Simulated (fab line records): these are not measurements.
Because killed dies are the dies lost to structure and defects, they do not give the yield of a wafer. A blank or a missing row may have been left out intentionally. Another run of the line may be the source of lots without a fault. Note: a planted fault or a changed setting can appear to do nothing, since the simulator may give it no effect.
Matching of chambers + flow nandHarc + NHARC_P_M0_ETCH_34 on rieDiel-01: 4 sister chambers
The step etches the open film in N2/H2, target depth 40 nm, overetch 12 nm, time 43.94 s. 4 wafers are shown with their chamber, then 9 later ones without.

## EACH WAFER AND ITS CHAMBER
| wafer  | chamber | showerheadPlenumPTorr (Torr) |
|--------|---------|------------------------------|
| L084.5 | 0       | 2.09                         |
| L084.6 | 3       | 1.93                         |
| L091.5 | 1       | 2.12                         |
| L091.6 | 2       | 2.01                         |

## WAFERS WHOSE CHAMBER IS MISSING
| wafer  | showerheadPlenumPTorr (Torr) |
|--------|------------------------------|
| L093.2 | 1.92                         |
| L093.4 | 2.12                         |
| L093.5 | 2.08                         |
| L094.3 | 1.92                         |
| L094.4 | 2.08                         |
| L094.6 | 2.08                         |
| L096.1 | 2.01                         |
| L096.2 | 1.92                         |
| L096.5 | 2.12                         |

## CHAMBER TAKEN BY EACH
| wafer  | from the rows above | in truth |
|--------|---------------------|----------|
| L093.2 | 3                   | 3        |
| L093.4 | 1                   | 1        |
| L093.5 | 0                   | 0        |
| L094.3 | 3                   | 3        |
| L094.4 | 0                   | 0        |
| L094.6 | 0                   | 0        |
| L096.1 | 2                   | 2        |
| L096.2 | 3                   | 3        |
| L096.5 | 1                   | 1        |
9 of 9 placed correctly. Number that these rows cannot place: 0. Wrongly placed: 0.
How it was worked out, from the rows above alone: a wafer's distance from a chamber is the root of the sum, over the readings, of the square of ((its reading less the chamber's mean) divided by the reading's scatter). If the next closest chamber is less than 2 further off than the closest, the wafer can't be placed; otherwise it belongs to the closest. The mean given for a chamber averages the wafers shown for that chamber. The scatter: root of mean squared gap, hidden wafer to nearest shown wafer, with one shown wafer a chamber.
